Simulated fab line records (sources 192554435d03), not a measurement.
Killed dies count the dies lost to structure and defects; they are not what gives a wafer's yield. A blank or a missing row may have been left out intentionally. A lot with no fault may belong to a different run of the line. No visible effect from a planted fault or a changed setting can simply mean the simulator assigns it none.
fab line records	flow n5-finfet
record lots=4	wafers=12	last-day=18
route steps=1938 shown BEOL_M4@1099 BEOL_M5@1112 BEOL_M6@1255 PASSIVATION@1936
lots that met no fault: taken from a fault-free run of the same line
start-h: hours from the record's first day to the start of the lot's first wafer shown	wait-h: hours elapsed since this lot's preceding step	" unchanged from the row above	L1.1+2: a single row standing in for several wafers	- no value present, or no start provided	* or withheld: withheld	< > ~ a bound
route shown NAME@n: a module of which the file shows steps, and the number in the route of the first	usual: mean/standard deviation of fault-free wafers	same: alike in all rows	chamber/n: place in a boat	sites: readings site by site	_std_site: the values' standard deviation	_edge_site: outer sites' mean less inner sites'	radius-mm: for every site, how far away it sits from the centre of the wafer	mask NAME#n: copy n	behind: tool/chamber where the wafer was last shaped	hold: why the lot was held/for how many hours/how that ended	device: the n, p or np transistor that did not switch	end of line: the route-end tests of the same wafers	a step given without rows: its recipe and nothing more	killed: the dies lost at the first sort to structure and to defects; this is not the yield of the wafer	map: dies across one wafer; x = killed, . = not, _ = none there
set.NAME: the setting that was run; set.NAME@STEP: the one run at that earlier step	model.NAME: the simulator's own value behind a step, which no gauge read
lots seen at some steps along the route; tables by step, rows by wafer
services: from which hour (start-h, from the record's first day; less than 0 if before it) a tool's chamber was out of use, for how many hours, and why
## steps
# step N5_BEOL_M4_ANNEAL_95
# recipe temp-c=400	time-s=240	ambient=vacuum
# step N5_BEOL_M4_SPUTTER_96
# recipe material=Cu	target-thk-a=45	temp-c=-20	chamber-pressure-pa=0.07	power-w=withheld	time-s=8.29
# step N5_BEOL_M4_ECD_50
# recipe material=Cu	target-thk-a=3000
# step N5_BEOL_M4_ANNEAL_51
# recipe temp-c=225	time-s=90	ambient=N2
# step N5_BEOL_M4_CMP_52
# recipe stop-on=SiOC	t-overpolish-s=6.8	down-force-psi=1	platen-rpm=50	clearing-platen-down-force-psi=1.5	clearing-platen-rpm=50	post-cmp-clean=cu-alkaline	target-thk-nm=40	clearing-platen-pad-velocity-m-s=0.99484	pad-velocity-m-s=0.99484
# step N5_BEOL_M4_PRE_CLEAN_60
# recipe gas=NH3/H2	time-s=15	temp-c=*	rf-power-w=300
# step N5_BEOL_M4_CO_CAP_55
# recipe material=Co	target-thk-a=20	temp-c=200	precursor=CCTBA/H2	pressure-torr=30	time-s=102.1
# step N5_BEOL_M4_PRE_CLEAN_56
# recipe gas=NH3	time-s=15	temp-c=withheld	rf-power-w=300
# step N5_BEOL_M4_DEP_57
# recipe material=SiCN	target-thk-a=80	temp-c=withheld	precursor=3MS/NH3	pressure-torr=3	rf-w=202	time-s=14
# step N5_BEOL_M4_RC_MEAS_101
# usual DIBL_N=36.0/1.8	DIBL_P=36.3/2.4	IOFF_N=0.16/0.035	IOFF_P=0.21/0.036	ION_N=673/13	ION_P=461/7.2	SS_N=71.4/0.6	SS_P=73.2/0.7	VT_N=250/4	VT_P=-250.9/2.9
lot.wafer	tool	chamber	start-h	wait-h	DIBL_N[mV/V]	DIBL_P[mV/V]	IOFF_N[nA/um]	IOFF_P[nA/um]	ION_N[uA/um]	ION_P[uA/um]	SS_N[mV/dec]	SS_P[mV/dec]	VT_N[mV]	VT_P[mV]
L827.2	prober-02	0	218.16	0.2	36.7	37.5	0.16	0.21	691	464	71.2	73.5	247	-251.3
L827.5	"	0	"	"	34.4	35.3	0.12	0.17	674	464	71.1	72.7	254	-254.5
L827.6	"	0	"	"	36.0	37.9	0.15	0.21	668	464	71.5	74.5	251	-252.8
L830.1	prober-01	0	220.82	0.0	35.0	36.7	0.15	0.17	666	447	71.3	72.6	248	-254.2
L830.2	"	0	"	"	38.7	39.9	0.21	0.22	686	459	71.3	74.2	245	-250.4
L830.3	"	0	"	"	36.5	38.6	0.16	0.21	670	456	71.4	73.8	248	-254.2
L837.1	prober-02	0	264.36	0.0	37.3	38.8	0.17	0.20	677	458	72.3	73.8	251	-254.0
L837.2	"	0	"	"	35.2	36.0	0.12	0.17	658	449	70.8	72.9	256	-258.4
L837.3	"	0	"	"	34.2	34.1	0.12	0.15	660	448	70.7	72.3	258	-256.6
L845.1	prober-01	0	318.29	0.0	38.7	38.4	0.19	0.24	686	467	72.1	73.6	246	-247.2
L845.4	"	0	"	"	39.2	37.3	0.19	0.22	676	459	71.9	74.3	248	-250.4
L845.6	"	0	"	"	38.1	37.2	0.17	0.22	672	456	72.2	73.8	247	-249.7
# step N5_BEOL_M5_ILD_DEP_00
# recipe material=SiCOH_lowk	target-thk-a=1406.4	temp-c=300	precursor=DEMS/porogen	pressure-torr=5	rf-w=500	time-s=25.9
# step N5_BEOL_M5_CURE_79
# recipe temp-c=385	time-s=240	ambient=He/Ar	material=SiCOH_lowk
# step N5_BEOL_M5_PECVD_70
# recipe material=SiO2	target-thk-a=160	temp-c=400	precursor=TEOS/O2	pressure-torr=5.5	rf-w=450	teos-flow-sccm=53.8	gas=O2	flow-sccm=3000	time-s=18
# step N5_BEOL_M5_HM_DEP_02
# recipe material=TiN	target-thk-a=200	temp-c=25	chamber-pressure-pa=0.49996
# step N5_BEOL_M5_COAT_59
# recipe resist=SOC	temp-c=250	time-s=60	spin-rpm=1500	resist-thk-nm=60
# step N5_BEOL_M5_COAT_60
# recipe resist=SiARC	temp-c=220	time-s=60	spin-rpm=1500	resist-thk-nm=12
# step N5_BEOL_M5_COAT_71
# recipe resist=underlayer	temp-c=205	time-s=60	spin-rpm=1500	resist-thk-nm=5
# step N5_BEOL_M5_COAT_05
# recipe resist=CAR-EUV	spin-rpm=1500	resist-thk-nm=30
# step N5_BEOL_M5_EBR_07
# recipe solvent=PGMEA	ebr-width-mm=1.5
# step N5_BEOL_M5_SOFTBAKE_06
# recipe temp-c=110	time-s=60	resist=CAR-EUV
# step N5_BEOL_M5_EXPOSE_08
# recipe mask-id=M5	na=0.33	source-shape=annular	sigma-inner=0.4	sigma-outer=0.8	polarization=unpolarized	target-cd-nm=28	dose-mj=35.75
# step N5_BEOL_M5_PEB_09
# recipe peb-temp-c=100	peb-time-s=60	resist=CAR-EUV
# step N5_BEOL_M5_DEVELOP_10
# recipe develop-time-s=30	developer=TMAH	resist=CAR-EUV	rinse-liquid=surfactant-rinse	dry=air-spin	dev-temp-c=23
# step N5_BEOL_M5_DESCUM_16
# recipe chemistry=O2	time-s=7	source-power-w=50	bias-power-w=20	pressure-mtorr=20	rf-frequency-hz=2.712e+07	temp-c=40	resist=CAR-EUV	o2-flow-sccm=225
# step N5_BEOL_M5_ETCH_72
# recipe chemistry=N2/H2	target=underlayer	target-depth-a=65	mask-material=CAR-EUV	time-s=5.2	ion-energy-ev=200	pressure-mtorr=30	source-w=840	bias-w=150	n2-flow-sccm=200	h2-flow-sccm=200	ends=cleared
# step N5_BEOL_M5_ETCH_61
# recipe chemistry=CF4	target=SiARC	target-depth-a=156	mask-material=CAR-EUV	time-s=26	ion-energy-ev=80	pressure-mtorr=40	source-w=545	bias-w=36	Ar_flow_sccm=100	cf4-flow-sccm=100	ends=cleared
# step N5_BEOL_M5_ETCH_62
# recipe chemistry=N2/H2	target=SOC	target-depth-a=750	overetch-a=150	mask-material=SiARC	temp-c=40	time-s=112.5	ion-energy-ev=200	pressure-mtorr=30	source-w=840	bias-w=150	n2-flow-sccm=200	h2-flow-sccm=200
# step N5_BEOL_M5_STRIP_63
# recipe chemistry=N2/H2	temp-c=40	n2-flow-sccm=200	h2-flow-sccm=200	rf-frequency-hz=6e+07
# step N5_BEOL_M5_STRIP_73
# recipe chemistry=N2/H2	temp-c=40	n2-flow-sccm=200	h2-flow-sccm=200	rf-frequency-hz=6e+07
# step N5_BEOL_M5_STRIP_64
# recipe chemistry=CF4	resist=SiARC	power-w=300	bias-power-w=75	pressure-mtorr=50	cf4-flow-sccm=150	rf-frequency-hz=6e+07
# step N5_BEOL_M5_HM_OPEN_17
# recipe chemistry=Cl2/BCl3	target-depth-a=200	overetch-a=60	target=TiN	mask-material=SOC	ion-energy-ev=150	pressure-mtorr=10	icp-w=1000	bias-w=126	Cl2_flow_sccm=53.25	bcl3-flow-sccm=21.75	Ar_flow_sccm=25
# step N5_BEOL_M5_STRIP_19
# recipe chemistry=O2	power-w=400	temp-c=40	pressure-mtorr=30	rf-frequency-hz=6e+07	bias-power-w=0	overash-fraction=0.2	o2-flow-sccm=225
# step N5_BEOL_M5_COAT_65
# recipe resist=SOC	temp-c=250	time-s=60	spin-rpm=1500	resist-thk-nm=60
# step N5_BEOL_M5_COAT_66
# recipe resist=SiARC	temp-c=220	time-s=60	spin-rpm=1500	resist-thk-nm=12
# step N5_BEOL_M6_ECD_50
# recipe material=Cu	target-thk-a=3000
lot.wafer	tool	chamber	start-h	wait-h
L827.2+5+6	ecd-cu-01	1,1,0	238.75	0.1
L830.1+2+3	ecd-cu-01	1,0,1	243.12	0.1
L837.1+2+3	ecd-cu-02	1,0,1	283.50	0.1
L845.1+4+6	ecd-cu-01	0	343.64	0.1
# step N5_BEOL_M6_CMP_52
# recipe stop-on=SiCOH_lowk	t-overpolish-s=6.9	down-force-psi=1	platen-rpm=50	clearing-platen-down-force-psi=1.5	clearing-platen-rpm=50	post-cmp-clean=cu-alkaline	target-thk-nm=80	clearing-platen-pad-velocity-m-s=0.99484	pad-velocity-m-s=0.99484
# usual clearing-platen-rpm=49.994/0.026	motor-current-A=5.8/0.63	time-to-endpoint-s=62.8/2.5
lot.wafer	tool	chamber	start-h	wait-h	clearing-platen-rpm	motor-current-A	time-to-endpoint-s
L827.2	cmp-01	0	239.21	0.3	50.007	5.5	3.7
L827.5	"	2	"	"	49.983	7.2	3.2
L827.6	"	3	"	"	49.906	6.5	3.2
L830.1	cmp-02	1	243.78	0.3	49.979	5.1	3.1
L830.3	"	3	"	"	49.975	5.3	4.2
L830.2	"	0	"	"	50.000	5.8	3.5
L837.3	cmp-03	2	283.93	0.2	49.973	5.7	64.9
L837.2	"	3	"	"	50.008	5.6	63.9
L837.1	"	0	"	"	50.028	6.6	68.1
L845.1	cmp-03	3	344.36	0.5	49.996	5.5	60.9
L845.4	"	0	"	"	50.017	7.3	67.6
L845.6	"	0	"	"	49.999	6.8	68.8
# step N5_PASSIVATION_PROBE_49
# usual defect-limited-yield=91.2/1.4	killed_at_M0_to_M3=35/11	killed_at_M4_up=14/5.6	killed-at-contacts=12/5.6	killed-at-front-end=38/11	killed-at-other=4/3.4	killed-dies=103/17	killed-on-rim=13/3.5	killed-open=68/12	killed-short=33/8.8	sort_bin_5_function=5.1/0.89	sort_bin_6_memory=3.3/0.71	sort-n-pass=1077/17	sort-yield-pct=91.2/1.4
# same gross-dies=1180	killed-at-back-side=0	sort_bin_4_leakage[%]=0	sort_bin_8_speed[%]=0
lot.wafer	tool	chamber	start-h	wait-h	defect-limited-yield[%]	killed_at_M0_to_M3	killed_at_M4_up	killed-at-contacts	killed-at-front-end	killed-at-other	killed-dies	killed-on-rim	killed-open	killed-short	sort_bin_5_function[%]	sort_bin_6_memory[%]	sort-n-pass	sort-yield-pct[%]
L827.2	prober-01	-	325.80	0.1	0	24	1116	12	27	1	1180	152	44	30	97.4	2.4	0	0
L827.5	prober-01	-	325.95	0.2	0	40	1059	14	67	0	1180	152	79	54	95.5	4.2	0	0
L827.6	prober-01	-	326.00	0.3	0	27	1097	25	30	1	1180	152	60	39	96.4	3.4	0	0
L830.1	prober-02	-	330.01	0.0	0	31	1108	15	23	3	1180	152	63	20	96.7	3.2	0	0
L830.2	prober-02	-	330.06	0.1	0	18	1107	12	43	0	1180	152	59	25	96.4	3.1	0	0
L830.3	prober-02	-	330.11	0.1	0	35	1108	4	33	0	1180	152	62	24	96.4	3.1	0	0
L837.2	prober-01	-	374.68	0.1	92.8	19	13	14	37	2	85	14	59	25	4.2	2.8	1095	92.8
# killed by level:class
L827.2 BEOL_M6:area-ecd=1106 MOL_CONTACT_COAG:geometric-particle:open=9 FIN_SAQP:geometric-particle:short=8 BEOL_M0_SAQP:geometric-particle:open=5 BEOL_M2:geometric-particle:open=5 BEOL_M4:geometric-particle:open=5 GATE_CUT:geometric-particle:short=4 STARTING-WAFER:geometric-particle:open=4
L827.5 BEOL_M6:area-ecd=1047 FIN_SAQP:geometric-particle:open=17 BEOL_M0_SAQP:geometric-particle:open=15 BEOL_M0_SAQP:geometric-particle:short=15 FIN_SAQP:geometric-particle:short=13 MOL_CONTACT_COAG:geometric-particle:open=13 STI_FIN_REVEAL:geometric-particle:open=8 BEOL_M4:geometric-particle:open=7
L827.6 BEOL_M6:area-ecd=1081 MOL_CONTACT_COAG:geometric-particle:open=17 BEOL_M4:geometric-particle:open=9 MOL_CONTACT_COAG:geometric-particle:short=8 BEOL_M2:geometric-particle:open=7 BEOL_M3:geometric-particle:short=7 STI_FIN_REVEAL:geometric-particle:short=5 FIN_SAQP:geometric-particle:short=4
L830.1 BEOL_M6:area-ecd=1097 MOL_CONTACT_COAG:geometric-particle:open=13 BEOL_M3:geometric-particle:open=9 FIN_SAQP:geometric-particle:open=7 BEOL_M0_SAQP:geometric-particle:open=7 BEOL_M2:geometric-particle:open=6 BEOL_M1:geometric-particle:open=4 FIN_SAQP:geometric-particle:short=3
L830.2 BEOL_M6:area-ecd=1095 FIN_SAQP:geometric-particle:open=11 MOL_CONTACT_COAG:geometric-particle:open=11 GATE_CUT:geometric-particle:short=6 BEOL_M2:geometric-particle:open=5 BEOL_M5:geometric-particle:open=5 FIN_SAQP:geometric-particle:short=4 DUMMY_GATE:geometric-particle:open=4
L830.3 BEOL_M6:area-ecd=1094 FIN_SAQP:geometric-particle:open=11 BEOL_M3:geometric-particle:open=11 BEOL_M4:geometric-particle:open=8 BEOL_M0_SAQP:geometric-particle:open=7 BEOL_M2:geometric-particle:open=6 GATE_CUT:geometric-particle:short=5 BEOL_M1:geometric-particle:open=5
L837.2 MOL_CONTACT_COAG:geometric-particle:open=12 STI_FIN_REVEAL:geometric-particle:open=9 DUMMY_GATE:geometric-particle:open=7 BEOL_M1:geometric-particle:open=6 GATE_CUT:geometric-particle:short=5 BEOL_M0_SAQP:geometric-particle:open=5 BEOL_M4:geometric-particle:short=4 STARTING-WAFER:geometric-particle:short=4
# map L827.2 (x killed, . not)
_________________xxxxxxxxxxxx________________
______________xxxxxxxxxxxxxxxxxx_____________
___________xxxxxxxxxxxxxxxxxxxxxxxx__________
__________xxxxxxxxxxxxxxxxxxxxxxxxxx_________
________xxxxxxxxxxxxxxxxxxxxxxxxxxxxxx_______
_______xxxxxxxxxxxxxxxxxxxxxxxxxxxxxxxx______
______xxxxxxxxxxxxxxxxxxxxxxxxxxxxxxxxxx_____
_____xxxxxxxxxxxxxxxxxxxxxxxxxxxxxxxxxxxx____
____xxxxxxxxxxxxxxxxxxxxxxxxxxxxxxxxxxxxxx___
___xxxxxxxxxxxxxxxxxxxxxxxxxxxxxxxxxxxxxxxx__
___xxxxxxxxxxxxxxxxxxxxxxxxxxxxxxxxxxxxxxxx__
__xxxxxxxxxxxxxxxxxxxxxxxxxxxxxxxxxxxxxxxxxx_
__xxxxxxxxxxxxxxxxxxxxxxxxxxxxxxxxxxxxxxxxxx_
_xxxxxxxxxxxxxxxxxxxxxxxxxxxxxxxxxxxxxxxxxxxx
_xxxxxxxxxxxxxxxxxxxxxxxxxxxxxxxxxxxxxxxxxxxx
_xxxxxxxxxxxxxxxxxxxxxxxxxxxxxxxxxxxxxxxxxxxx
_xxxxxxxxxxxxxxxxxxxxxxxxxxxxxxxxxxxxxxxxxxxx
_xxxxxxxxxxxxxxxxxxxxxxxxxxxxxxxxxxxxxxxxxxxx
_xxxxxxxxxxxxxxxxxxxxxxxxxxxxxxxxxxxxxxxxxxxx
_xxxxxxxxxxxxxxxxxxxxxxxxxxxxxxxxxxxxxxxxxxxx
_xxxxxxxxxxxxxxxxxxxxxxxxxxxxxxxxxxxxxxxxxxxx
__xxxxxxxxxxxxxxxxxxxxxxxxxxxxxxxxxxxxxxxxxx_
__xxxxxxxxxxxxxxxxxxxxxxxxxxxxxxxxxxxxxxxxxx_
___xxxxxxxxxxxxxxxxxxxxxxxxxxxxxxxxxxxxxxxx__
___xxxxxxxxxxxxxxxxxxxxxxxxxxxxxxxxxxxxxxxx__
____xxxxxxxxxxxxxxxxxxxxxxxxxxxxxxxxxxxxxx___
_____xxxxxxxxxxxxxxxxxxxxxxxxxxxxxxxxxxxx____
______xxxxxxxxxxxxxxxxxxxxxxxxxxxxxxxxxx_____
_______xxxxxxxxxxxxxxxxxxxxxxxxxxxxxxxx______
________xxxxxxxxxxxxxxxxxxxxxxxxxxxxxx_______
__________xxxxxxxxxxxxxxxxxxxxxxxxxx_________
___________xxxxxxxxxxxxxxxxxxxxxxxx__________
______________xxxxxxxxxxxxxxxxxx_____________
_________________xxxxxxxxxxxx________________
# map L830.1 (x killed, . not)
_________________xxxxxxxxxxxx________________
______________xxxxxxxxxxxxxxxxxx_____________
___________xxxxxxxxxxxxxxxxxxxxxxxx__________
__________xxxxxxxxxxxxxxxxxxxxxxxxxx_________
________xxxxxxxxxxxxxxxxxxxxxxxxxxxxxx_______
_______xxxxxxxxxxxxxxxxxxxxxxxxxxxxxxxx______
______xxxxxxxxxxxxxxxxxxxxxxxxxxxxxxxxxx_____
_____xxxxxxxxxxxxxxxxxxxxxxxxxxxxxxxxxxxx____
____xxxxxxxxxxxxxxxxxxxxxxxxxxxxxxxxxxxxxx___
___xxxxxxxxxxxxxxxxxxxxxxxxxxxxxxxxxxxxxxxx__
___xxxxxxxxxxxxxxxxxxxxxxxxxxxxxxxxxxxxxxxx__
__xxxxxxxxxxxxxxxxxxxxxxxxxxxxxxxxxxxxxxxxxx_
__xxxxxxxxxxxxxxxxxxxxxxxxxxxxxxxxxxxxxxxxxx_
_xxxxxxxxxxxxxxxxxxxxxxxxxxxxxxxxxxxxxxxxxxxx
_xxxxxxxxxxxxxxxxxxxxxxxxxxxxxxxxxxxxxxxxxxxx
_xxxxxxxxxxxxxxxxxxxxxxxxxxxxxxxxxxxxxxxxxxxx
_xxxxxxxxxxxxxxxxxxxxxxxxxxxxxxxxxxxxxxxxxxxx
_xxxxxxxxxxxxxxxxxxxxxxxxxxxxxxxxxxxxxxxxxxxx
_xxxxxxxxxxxxxxxxxxxxxxxxxxxxxxxxxxxxxxxxxxxx
_xxxxxxxxxxxxxxxxxxxxxxxxxxxxxxxxxxxxxxxxxxxx
_xxxxxxxxxxxxxxxxxxxxxxxxxxxxxxxxxxxxxxxxxxxx
__xxxxxxxxxxxxxxxxxxxxxxxxxxxxxxxxxxxxxxxxxx_
__xxxxxxxxxxxxxxxxxxxxxxxxxxxxxxxxxxxxxxxxxx_
___xxxxxxxxxxxxxxxxxxxxxxxxxxxxxxxxxxxxxxxx__
___xxxxxxxxxxxxxxxxxxxxxxxxxxxxxxxxxxxxxxxx__
____xxxxxxxxxxxxxxxxxxxxxxxxxxxxxxxxxxxxxx___
_____xxxxxxxxxxxxxxxxxxxxxxxxxxxxxxxxxxxx____
______xxxxxxxxxxxxxxxxxxxxxxxxxxxxxxxxxx_____
_______xxxxxxxxxxxxxxxxxxxxxxxxxxxxxxxx______
________xxxxxxxxxxxxxxxxxxxxxxxxxxxxxx_______
__________xxxxxxxxxxxxxxxxxxxxxxxxxx_________
___________xxxxxxxxxxxxxxxxxxxxxxxx__________
______________xxxxxxxxxxxxxxxxxx_____________
_________________xxxxxxxxxxxx________________
## services
tool	chamber	start-h	hours	kind
cmp-01	-	240.40	0.8	repair
cmp-03	-	240.84	7.0	pm
cmp-01	-	262.66	2.6	repair
cmp-01	-	269.90	1.7	repair
cmp-03	-	279.49	4.0	pm
cmp-03	-	283.49	-	consumable-replace:conditioner
cmp-03	-	283.49	-	consumable-replace:pad
ecd-cu-02	-	333.04	6.2	pm
## key
first-sign step=N5_BEOL_M6_CMP_52	reading=time-to-endpoint-s	direction=down	sigmas=24	usual=*	struck=*
effect step=N5_PASSIVATION_PROBE_49	reading=killed_at_M4_up	direction=up	sigmas=99+	usual=14	struck=1099
more-kills-born-at N5_BEOL_M6_ECD_50@ecd-cu-01=6520
met-at N5_BEOL_M6_ECD_50
struck-wafers L827.2,L827.5,L827.6,L830.1,L830.2,L830.3
later-rows-left-out L827.2,L827.5,L827.6,L830.1,L830.2,L830.3
fault kind=skipped-step-whole	tool=ecd-cu-01	chamber=-	onset-h=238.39	steps=N5_BEOL_M6_ECD_50	scope=struck-lots-only
# later-rows-left-out: the simulator's readings of these wafers behind a module that went badly wrong aren't trusted and aren't shown, but for the sort
